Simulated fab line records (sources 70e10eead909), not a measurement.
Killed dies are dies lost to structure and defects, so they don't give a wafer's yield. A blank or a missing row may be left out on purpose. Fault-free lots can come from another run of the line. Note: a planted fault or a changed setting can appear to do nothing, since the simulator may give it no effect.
Shared-tool check :: flow nand harc :: 36 wafers sampled across 12 lots

## WHAT PROMPTED THE OPENING
Flagged at NHARC_A_CONTACT_CD_MEAS_42: reading cd nm, on 2 of 12 lots. Wafers without a fault read 300.2 nm, standard deviation 0.45.
Rule: a lot is flagged when every wafer of it that has a number lies more than 4 standard deviations from that mean, or none has a number. The rest of the lots are taken to be sound.

lot: L868
measured: day 21 20:56
on: cd sem-03
cd nm (nm), wafer by wafer: 300.0 299.7 300.1
flag: 

lot: L867
measured: day 21 21:49
on: cd sem-03
cd nm (nm), wafer by wafer: 300.8 300.9 300.1
flag: 

lot: L870
measured: day 22 23:25
on: cd sem-02
cd nm (nm), wafer by wafer: 300.7 300.4 301.1
flag: 

lot: L873
measured: day 24 10:06
on: cd sem-01
cd nm (nm), wafer by wafer: 300.2 300.1 300.5
flag: 

lot: L874
measured: day 24 12:32
on: cd sem-02
cd nm (nm), wafer by wafer: 299.9 299.7 299.8
flag: 

lot: L876
measured: day 25 17:37
on: cd sem-03
cd nm (nm), wafer by wafer: 300.4 299.8 299.8
flag: 

lot: L877
measured: day 25 18:22
on: cd sem-01
cd nm (nm), wafer by wafer: 300.3 299.6 299.7
flag: 

lot: L883
measured: day 27 14:51
on: cd sem-03
cd nm (nm), wafer by wafer: 321.1 320.4 321.4
flag: FLAGGED

lot: L885
measured: day 28 22:13
on: cd sem-02
cd nm (nm), wafer by wafer: 300.0 299.9 299.7
flag: 

lot: L886
measured: day 29 21:58
on: cd sem-01
cd nm (nm), wafer by wafer: 317.1 317.4 317.5
flag: FLAGGED

lot: L888
measured: day 30 10:34
on: cd sem-01
cd nm (nm), wafer by wafer: 300.3 300.5 300.5
flag: 

lot: L889
measured: day 30 21:16
on: cd sem-02
cd nm (nm), wafer by wafer: 301.0 300.0 301.0
flag: 
The numbers of the flagged lots are 319.1 nm on average: +18.9 nm against the usual, or +42 standard deviations.

## LOT BY LOT: THE TOOL USED
3 process steps preceding the reading are held in the record, out of 1302 steps in the route. In each cell: the tool, then ch and the chambers that the sampled wafers went through, then the start.
lot: L868
flag: 
NHARC_A_WL_FILL_ALD_19: ald metal-04 ch 1,3, day 21 14:21
NHARC_A_WL_FILL_CVD_20: cvd w-02 ch 0, day 21 20:47 or earlier
NHARC_A_CONTACT_EXPOSE_39: arfi scanner-03 ch 0, day 21 20:47

lot: L867
flag: 
NHARC_A_WL_FILL_ALD_19: ald metal-01 ch 0,1,2, day 21 14:21
NHARC_A_WL_FILL_CVD_20: cvd w-01 ch 0,1, day 21 21:40 or earlier
NHARC_A_CONTACT_EXPOSE_39: arfi scanner-03 ch 0, day 21 21:40

lot: L870
flag: 
NHARC_A_WL_FILL_ALD_19: ald metal-04 ch 1,2,3, day 22 15:37
NHARC_A_WL_FILL_CVD_20: cvd w-02 ch 0,1, day 22 23:16 or earlier
NHARC_A_CONTACT_EXPOSE_39: arfi scanner-03 ch 0, day 22 23:16

lot: L873
flag: 
NHARC_A_WL_FILL_ALD_19: ald metal-04 ch 0,2,3, day 23 22:58
NHARC_A_WL_FILL_CVD_20: cvd w-02 ch 0, day 24 09:58 or earlier
NHARC_A_CONTACT_EXPOSE_39: arfi scanner-01 ch 0, day 24 09:58

lot: L874
flag: 
NHARC_A_WL_FILL_ALD_19: ald metal-02 ch 2,3, day 24 02:07
NHARC_A_WL_FILL_CVD_20: cvd w-02 ch 1, day 24 12:24 or earlier
NHARC_A_CONTACT_EXPOSE_39: arfi scanner-02 ch 0, day 24 12:24

lot: L876
flag: 
NHARC_A_WL_FILL_ALD_19: ald metal-01 ch 0,2, day 25 09:32
NHARC_A_WL_FILL_CVD_20: cvd w-01 ch 0,1, day 25 17:28 or earlier
NHARC_A_CONTACT_EXPOSE_39: arfi scanner-01 ch 0, day 25 17:28

lot: L877
flag: 
NHARC_A_WL_FILL_ALD_19: ald metal-04 ch 0,2,3, day 25 09:32
NHARC_A_WL_FILL_CVD_20: cvd w-01 ch 0,1, day 25 18:13 or earlier
NHARC_A_CONTACT_EXPOSE_39: arfi scanner-03 ch 0, day 25 18:13

lot: L883
flag: FLAGGED
NHARC_A_WL_FILL_ALD_19: ald metal-01 ch 0,1,2, day 27 07:08
NHARC_A_WL_FILL_CVD_20: cvd w-01 ch 0,1, day 27 14:43 or earlier
NHARC_A_CONTACT_EXPOSE_39: arfi scanner-03 ch 0, day 27 14:43

lot: L885
flag: 
NHARC_A_WL_FILL_ALD_19: ald metal-01 ch 0,2,3, day 28 15:49
NHARC_A_WL_FILL_CVD_20: cvd w-02 ch 0,1, day 28 22:05 or earlier
NHARC_A_CONTACT_EXPOSE_39: arfi scanner-02 ch 0, day 28 22:05

lot: L886
flag: FLAGGED
NHARC_A_WL_FILL_ALD_19: ald metal-02 ch 0,1,2, day 29 10:37
NHARC_A_WL_FILL_CVD_20: cvd w-01 ch 1, day 29 21:49 or earlier
NHARC_A_CONTACT_EXPOSE_39: arfi scanner-03 ch 0, day 29 21:49

lot: L888
flag: 
NHARC_A_WL_FILL_ALD_19: ald metal-02 ch 1,2, day 30 03:19
NHARC_A_WL_FILL_CVD_20: cvd w-02 ch 0,1, day 30 10:25 or earlier
NHARC_A_CONTACT_EXPOSE_39: arfi scanner-01 ch 0, day 30 10:25

lot: L889
flag: 
NHARC_A_WL_FILL_ALD_19: ald metal-02 ch 0,3, day 30 14:43
NHARC_A_WL_FILL_CVD_20: cvd w-02 ch 0,1, day 30 21:08 or earlier
NHARC_A_CONTACT_EXPOSE_39: arfi scanner-02 ch 0, day 30 21:08
What the steps here do:
- NHARC_A_WL_FILL_ALD_19: deposits TiN, target thk 2 nm, pulse time 3 s, ald cycles 100.
- NHARC_A_WL_FILL_CVD_20: deposits W, target thk 100 nm, time 74 s.
- NHARC_A_CONTACT_EXPOSE_39: exposes mask A CC 3.
- NHARC_A_CONTACT_CD_MEAS_42: target cd 300 nm.

## FLAGGED OVER TOTAL, TOOL BY TOOL (the gauges that took the reading come last)
step: NHARC_A_WL_FILL_ALD_19
tool: ald metal-01
lots run: 4
flagged: 1
share of the flagged lots: some
sound lots run after its first flagged lot: 1 (L885)

step: NHARC_A_WL_FILL_ALD_19
tool: ald metal-02
lots run: 4
flagged: 1
share of the flagged lots: some
sound lots run after its first flagged lot: 2 (L888,L889)

step: NHARC_A_WL_FILL_ALD_19
tool: ald metal-04
lots run: 4
flagged: 0
share of the flagged lots: none
sound lots run after its first flagged lot: -

step: NHARC_A_WL_FILL_CVD_20
tool: cvd w-01
lots run: 5
flagged: 2
share of the flagged lots: all
sound lots run after its first flagged lot: 0

step: NHARC_A_WL_FILL_CVD_20
tool: cvd w-02
lots run: 7
flagged: 0
share of the flagged lots: none
sound lots run after its first flagged lot: -

step: NHARC_A_CONTACT_EXPOSE_39
tool: arfi scanner-01
lots run: 3
flagged: 0
share of the flagged lots: none
sound lots run after its first flagged lot: -

step: NHARC_A_CONTACT_EXPOSE_39
tool: arfi scanner-02
lots run: 3
flagged: 0
share of the flagged lots: none
sound lots run after its first flagged lot: -

step: NHARC_A_CONTACT_EXPOSE_39
tool: arfi scanner-03
lots run: 6
flagged: 2
share of the flagged lots: all
sound lots run after its first flagged lot: 0

step: NHARC_A_CONTACT_CD_MEAS_42
tool: cd sem-01
lots run: 4
flagged: 1
share of the flagged lots: some
sound lots run after its first flagged lot: 1 (L888)

step: NHARC_A_CONTACT_CD_MEAS_42
tool: cd sem-02
lots run: 4
flagged: 0
share of the flagged lots: none
sound lots run after its first flagged lot: -

step: NHARC_A_CONTACT_CD_MEAS_42
tool: cd sem-03
lots run: 4
flagged: 1
share of the flagged lots: some
sound lots run after its first flagged lot: 0
With no start given for some of its lots, NHARC_A_WL_FILL_CVD_20 uses the hours and lot order of NHARC_A_CONTACT_EXPOSE_39.

## WHAT IS ALLOWED BY THE TABLE
Every flagged lot went through 2 rows of the table: cvd w-01 at NHARC_A_WL_FILL_CVD_20 and arfi scanner-03 at NHARC_A_CONTACT_EXPOSE_39.
- cvd w-01 at NHARC_A_WL_FILL_CVD_20 ran 5 lots, 2 of them flagged. Its last sound lot is L877 (day 25 18:13), its first flagged lot L883 (day 27 14:43): a fault that began between those two fits.
- arfi scanner-03 at NHARC_A_CONTACT_EXPOSE_39 ran 6 lots, 2 of them flagged. Its last sound lot is L877 (day 25 18:13), its first flagged lot L883 (day 27 14:43): a fault that began between those two fits. Its own readings lie more than 4 standard deviations out on every wafer of the flagged lots: exposure dose mJ cm2.
Counting lots can't tell these 2 tools apart, because each fits a fault that began at some hour. More lots, or a look at what each step does to the wafer, might.

## WHAT THE SIMULATOR HAD PUT IN
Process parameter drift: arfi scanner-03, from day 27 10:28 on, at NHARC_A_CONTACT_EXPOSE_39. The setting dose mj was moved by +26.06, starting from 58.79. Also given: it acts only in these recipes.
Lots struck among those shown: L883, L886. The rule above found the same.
